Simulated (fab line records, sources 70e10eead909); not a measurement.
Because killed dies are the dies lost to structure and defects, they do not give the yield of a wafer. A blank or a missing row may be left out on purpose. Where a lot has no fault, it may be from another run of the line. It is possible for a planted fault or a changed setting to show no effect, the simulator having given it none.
Chamber matching	flow nand harc	NHARC_A_CHANNEL_FILL_D1_CMP_10 on cmp-03: 4 sister chambers
The step polishes, target thk 150 nm. 24 wafers are shown with their chamber, then 12 later ones without.

WAFERS PAIRED WITH THEIR CHAMBERS
wafer	chamber	motor current A (A)	time to endpoint s (s)
L074.2	1	12.9	17.8
L074.3	0	10.7	16.1
L074.4	3	14.9	14.7
L075.1	0	10.9	13.4
L075.2	1	12.9	12.9
L075.5	3	15.1	14.0
L076.2	0	10.6	15.7
L076.3	1	12.1	16.0
L076.5	1	13.1	16.1
L079.1	0	11.1	16.7
L079.2	3	14.5	14.3
L079.4	1	13.3	15.8
L078.4	2	10.5	11.5
L078.5	2	10.5	13.8
L078.6	3	14.0	13.3
L081.1	3	14.1	13.0
L081.2	2	10.8	11.9
L081.5	2	10.9	13.1
L085.1	3	14.8	13.5
L085.3	0	11.3	14.6
L085.6	1	14.0	15.3
L091.1	2	10.1	11.9
L091.3	3	14.9	14.4
L091.5	0	11.0	12.5

SIGNATURES (means of the wafers above)
reading	chamber 0	chamber 1	chamber 2	chamber 3	scatter within a chamber
motor current A	10.933	13.050	10.560	14.614	0.432
time to endpoint s	14.833	15.650	12.440	13.886	1.27
Rule: a wafer's distance from a chamber is the root of the sum, over the readings, of the square of ((its reading less the chamber's mean) divided by the reading's scatter). If the next closest chamber is less than 2 further off than the closest, the wafer can't be placed; otherwise it belongs to the closest. The scatter: take each reading less its chamber's mean, square it, sum over the shown wafers, divide by the number of wafers less the number of chambers, and take the root.

WAFERS WHOSE CHAMBER IS MISSING
wafer	motor current A (A)	time to endpoint s (s)
L095.4	10.8	16.2
L095.5	10.7	14.6
L095.6	12.4	13.6
L094.1	14.7	14.2
L094.2	13.1	16.9
L094.3	10.6	13.5
L094.4	10.8	17.1
L094.5	12.4	15.3
L094.6	11.7	12.8
L096.1	14.0	13.7
L096.3	11.6	16.2
L096.6	14.3	12.4

THE CHAMBER EACH PASSED THROUGH
wafer	from the rows above	in truth
L095.4	can't be placed: 0 or 2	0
L095.5	can't be placed: 0 or 2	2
L095.6	can't be placed: 1 or 0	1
L094.1	3	3
L094.2	1	1
L094.3	can't be placed: 2 or 0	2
L094.4	can't be placed: 0 or 2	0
L094.5	can't be placed: 1 or 0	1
L094.6	can't be placed: 0 or 2 or 1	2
L096.1	can't be placed: 3 or 1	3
L096.3	can't be placed: 0 or 1 or 2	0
L096.6	3	3
3 of 12 placed correctly. These rows do not allow placing 9 (true chamber among the candidates in 9). Wrongly placed: 0.
